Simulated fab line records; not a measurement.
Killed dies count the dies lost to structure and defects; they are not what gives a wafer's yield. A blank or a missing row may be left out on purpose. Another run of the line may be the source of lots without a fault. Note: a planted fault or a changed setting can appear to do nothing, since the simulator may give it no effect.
Matching of chambers -- flow n5_finfet -- N5_PMOS_HMC_CHANNEL_EPI_ETCH_38 on rie_si-05 has 4 sister chambers
The step etches SiO2 in CF4, target depth 1.5 nm. 36 wafers are shown with their chamber, then 12 later ones without.

WAFERS, EACH WITH ITS CHAMBER
wafer,chamber,drypump_motor_current_A (A),throttle_valve_pct (%),oes_product_au (a.u.)
L074.1,3,6.3,21.69,0.980
L074.2,2,5.0,22.06,0.992
L074.5,1,5.8,22.08,1.035
L075.3,3,6.3,21.67,0.985
L075.4,0,5.5,21.72,1.028
L075.5,0,5.5,21.73,1.022
L076.1,1,5.7,22.08,1.044
L076.2,2,5.0,22.03,0.995
L076.3,0,5.5,21.74,1.016
L077.3,2,5.0,22.06,0.991
L077.4,0,5.5,21.73,1.012
L077.5,2,5.0,22.04,0.992
L080.2,1,5.7,22.06,1.043
L080.3,0,5.5,21.73,1.024
L080.4,2,5.0,22.04,0.987
L083.2,2,5.0,22.05,0.997
L083.3,0,5.5,21.72,1.007
L083.6,2,5.0,22.06,0.986
L084.3,2,4.9,22.06,0.972
L084.5,1,5.7,22.05,1.037
L084.6,0,5.5,21.73,1.013
L085.1,1,5.7,22.07,1.053
L085.2,2,5.0,22.06,0.981
L085.6,1,5.7,22.07,1.039
L086.3,0,5.5,21.72,1.014
L086.4,3,6.3,21.68,0.986
L086.5,1,5.7,22.06,1.046
L087.3,3,6.3,21.68,0.998
L087.4,1,5.7,22.05,1.046
L087.5,3,6.3,21.69,0.994
L089.2,3,6.3,21.67,0.986
L089.5,0,5.5,21.73,1.028
L089.6,3,6.3,21.70,0.981
L090.4,2,5.0,22.03,0.985
L090.5,2,5.0,22.06,0.976
L090.6,1,5.8,22.07,1.039

SIGNATURES (means of the wafers above)
reading,chamber 0,chamber 1,chamber 2,chamber 3,scatter within a chamber
drypump_motor_current_A,5.500,5.722,4.991,6.300,0.0278
throttle_valve_pct,21.7278,22.0656,22.0500,21.6829,0.0108
oes_product_au,1.01822,1.04244,0.98673,0.98714,0.00702
Rule: a wafer's distance from a chamber is the root of the sum, over the readings, of the square of ((its reading less the chamber's mean) divided by the reading's scatter). If the next closest chamber is less than 2 further off than the closest, the wafer can't be placed; otherwise it belongs to the closest. The scatter is the square root of a quotient: the sum, over the shown wafers, of each reading's squared deviation from its chamber's mean, divided by wafers minus chambers.

WAFERS WITH NO CHAMBER GIVEN
wafer,drypump_motor_current_A (A),throttle_valve_pct (%),oes_product_au (a.u.)
L092.1,5.0,22.05,0.987
L092.2,5.5,21.73,1.029
L092.5,6.3,21.67,0.992
L093.1,5.0,22.03,0.973
L093.4,6.3,21.66,0.981
L093.5,5.7,22.07,1.043
L095.4,5.8,22.07,1.052
L095.5,5.5,21.73,1.027
L095.6,6.3,21.68,0.984
L097.2,5.5,21.73,1.022
L097.4,6.3,21.68,0.979
L097.5,5.7,22.06,1.047

EACH ONE'S CHAMBER
wafer,from the rows above,in truth
L092.1,2,2
L092.2,0,0
L092.5,3,3
L093.1,2,2
L093.4,3,3
L093.5,1,1
L095.4,1,1
L095.5,0,0
L095.6,3,3
L097.2,0,0
L097.4,3,3
L097.5,1,1
12 of 12 placed correctly. Not placeable from these rows: 0. Number placed wrongly: 0.
